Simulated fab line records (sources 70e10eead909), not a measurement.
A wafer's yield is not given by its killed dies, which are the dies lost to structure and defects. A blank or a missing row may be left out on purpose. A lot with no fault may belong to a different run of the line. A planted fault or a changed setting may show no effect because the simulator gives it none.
Chamber matching / flow nandHarc / aldMetal-04 running NHARC_P_CONTACT_ALD_22: 4 sister chambers
The step deposits TiN, target thk 3 nm, pulse time 1 s, ald cycles 150. 8 wafers are shown with their chamber, then 8 later ones without.

EACH WAFER AND ITS CHAMBER
wafer=L080.6; chamber=1; heaterPowerW (W)=1073; precursorPulseHeightRel=1.025
wafer=L082.5; chamber=0; heaterPowerW (W)=1035; precursorPulseHeightRel=0.961
wafer=L084.2; chamber=1; heaterPowerW (W)=1068; precursorPulseHeightRel=0.989
wafer=L084.3; chamber=0; heaterPowerW (W)=1023; precursorPulseHeightRel=1.045
wafer=L084.6; chamber=2; heaterPowerW (W)=1069; precursorPulseHeightRel=1.023
wafer=L087.4; chamber=2; heaterPowerW (W)=1076; precursorPulseHeightRel=1.007
wafer=L087.5; chamber=3; heaterPowerW (W)=1099; precursorPulseHeightRel=0.964
wafer=L088.2; chamber=3; heaterPowerW (W)=1080; precursorPulseHeightRel=0.996

WAFERS WITH NO CHAMBER GIVEN
wafer=L088.3; heaterPowerW (W)=1082; precursorPulseHeightRel=0.982
wafer=L088.5; heaterPowerW (W)=1060; precursorPulseHeightRel=1.019
wafer=L091.1; heaterPowerW (W)=1136; precursorPulseHeightRel=0.998
wafer=L091.3; heaterPowerW (W)=1081; precursorPulseHeightRel=0.997
wafer=L091.4; heaterPowerW (W)=1051; precursorPulseHeightRel=0.977
wafer=L097.1; heaterPowerW (W)=1094; precursorPulseHeightRel=1.018
wafer=L097.4; heaterPowerW (W)=994; precursorPulseHeightRel=0.999
wafer=L097.5; heaterPowerW (W)=1090; precursorPulseHeightRel=0.994

EACH ONE'S CHAMBER
wafer=L088.3; from the rows above=can't be placed: 3 or 2 or 1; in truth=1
wafer=L088.5; from the rows above=can't be placed: 1 or 2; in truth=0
wafer=L091.1; from the rows above=can't be placed: 3 or 2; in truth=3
wafer=L091.3; from the rows above=can't be placed: 3 or 2 or 1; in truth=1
wafer=L091.4; from the rows above=can't be placed: 1 or 0 or 2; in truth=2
wafer=L097.1; from the rows above=can't be placed: 3 or 2 or 1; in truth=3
wafer=L097.4; from the rows above=0; in truth=0
wafer=L097.5; from the rows above=can't be placed: 3 or 2 or 1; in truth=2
Correct placement for 1 of the 8. Not placeable from these rows: 7 (in 6, the candidates include the true chamber). Wrongly placed: 0.
How it was worked out, from the rows above alone: a wafer's distance from a chamber is the root of the sum, over the readings, of the square of ((its reading less the chamber's mean) divided by the reading's scatter). The wafer belongs to the nearest chamber; if the next one is less than 2 further off, it can't be placed. Each chamber's mean is taken over the wafers shown for it. How the scatter is found: for the shown wafers, subtract from each reading the mean of its chamber, square and add these, divide the total by (wafers less chambers), then take the root.
